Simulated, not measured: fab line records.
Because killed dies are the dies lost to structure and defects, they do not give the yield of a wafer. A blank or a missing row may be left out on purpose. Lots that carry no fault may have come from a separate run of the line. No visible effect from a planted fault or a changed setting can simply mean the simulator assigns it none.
Which tool is to blame? || flow n5 finfet || 30 wafers from 10 lots sampled at 2 of the route's 1938 steps

WHAT EACH GAUGE READ, for each wafer
N5_BEOL_M5_CD_MEAS_28: target cd 30.6 nm, target cd y 20 nm. Usual: 30.73 nm for cd nm, sd 0.25.
{"lot": "L254", "measured": "day 8 05:58", "on": "cd sem-03", "cd nm (nm)": "30.58 30.91 30.52", "flag": ""}
{"lot": "L256", "measured": "day 8 17:06", "on": "cd sem-02", "cd nm (nm)": "30.11 30.52 30.28", "flag": ""}
{"lot": "L257", "measured": "day 8 22:06", "on": "cd sem-01", "cd nm (nm)": "30.34 30.29 30.62", "flag": ""}
{"lot": "L258", "measured": "day 9 04:30", "on": "cd sem-03", "cd nm (nm)": "30.78 30.60 30.92", "flag": ""}
{"lot": "L259", "measured": "day 9 13:55", "on": "cd sem-01", "cd nm (nm)": "30.84 30.59 30.56", "flag": ""}
{"lot": "L266", "measured": "day 12 02:31", "on": "cd sem-02", "cd nm (nm)": "31.15 30.84 30.51", "flag": ""}
{"lot": "L274", "measured": "day 13 13:47", "on": "cd sem-03", "cd nm (nm)": "30.86 30.88 30.62", "flag": ""}
{"lot": "L270", "measured": "day 13 19:01", "on": "cd sem-03", "cd nm (nm)": "30.68 30.66 30.68", "flag": ""}
{"lot": "L273", "measured": "day 14 03:46", "on": "cd sem-01", "cd nm (nm)": "30.58 30.59 30.86", "flag": ""}
{"lot": "L275", "measured": "day 14 10:29", "on": "cd sem-01", "cd nm (nm)": "30.89 31.25 30.95", "flag": ""}

N5_BEOL_M5_OVL_MEAS_29. Usual: V4_OVL typically reads -0.6 nm, with standard deviation 0.77.
{"lot": "L254", "measured": "day 8 05:59", "on": "overlay-02", "V4_OVL (nm)": "-0.5 -0.3 0.5", "flag": ""}
{"lot": "L256", "measured": "day 8 17:08", "on": "overlay-02", "V4_OVL (nm)": "-0.9 0.1 -0.9", "flag": ""}
{"lot": "L257", "measured": "day 8 22:08", "on": "overlay-02", "V4_OVL (nm)": "0.1 -0.9 -0.7", "flag": ""}
{"lot": "L258", "measured": "day 9 04:32", "on": "overlay-02", "V4_OVL (nm)": "-1.1 -0.6 -1.9", "flag": ""}
{"lot": "L259", "measured": "day 9 13:57", "on": "overlay-02", "V4_OVL (nm)": "-1.3 -1.4 -1.5", "flag": ""}
{"lot": "L266", "measured": "day 12 02:32", "on": "overlay-02", "V4_OVL (nm)": "-0.3 0.4 -0.1", "flag": ""}
{"lot": "L274", "measured": "day 13 13:49", "on": "overlay-01", "V4_OVL (nm)": "-0.5 -2.3 -1.3", "flag": ""}
{"lot": "L270", "measured": "day 13 19:03", "on": "overlay-01", "V4_OVL (nm)": "0.5 -0.1 -0.2", "flag": ""}
{"lot": "L273", "measured": "day 14 03:48", "on": "overlay-01", "V4_OVL (nm)": "-0.6 -0.8 -1.8", "flag": ""}
{"lot": "L275", "measured": "day 14 10:31", "on": "overlay-01", "V4_OVL (nm)": "0.4 -0.2 -0.5", "flag": ""}

WHICH TOOL RAN EACH LOT (tool, then ch and the chambers of the sampled wafers, then the start)
There is no process step in the record ahead of these readings.

WHAT THE TOOLS THEMSELVES READ (means of the sampled wafers that have a number; where no wafer has one, the mark that the record gives instead)
The record holds no such reading with a usual standard deviation.

THE ANSWER, worked out from the rows above alone
Rule: a lot is off if the mean of its wafers that have a number lies more than 3 standard deviations from the usual mean. Also off: a lot with no number at a reading for which 4 or more lots have one. Any other lot the step has rows for is counted as sound. After the gauges, taken in route order, come the tools' own readings; for these a lot's mean is taken, as printed above. The first step at which some lot is off is used, and at that step the reading that is off furthest; a lot without a number counts as furthest.
Nothing can be told from this: no lot is off at any reading shown.

WHAT THE SIMULATOR HAD PUT IN
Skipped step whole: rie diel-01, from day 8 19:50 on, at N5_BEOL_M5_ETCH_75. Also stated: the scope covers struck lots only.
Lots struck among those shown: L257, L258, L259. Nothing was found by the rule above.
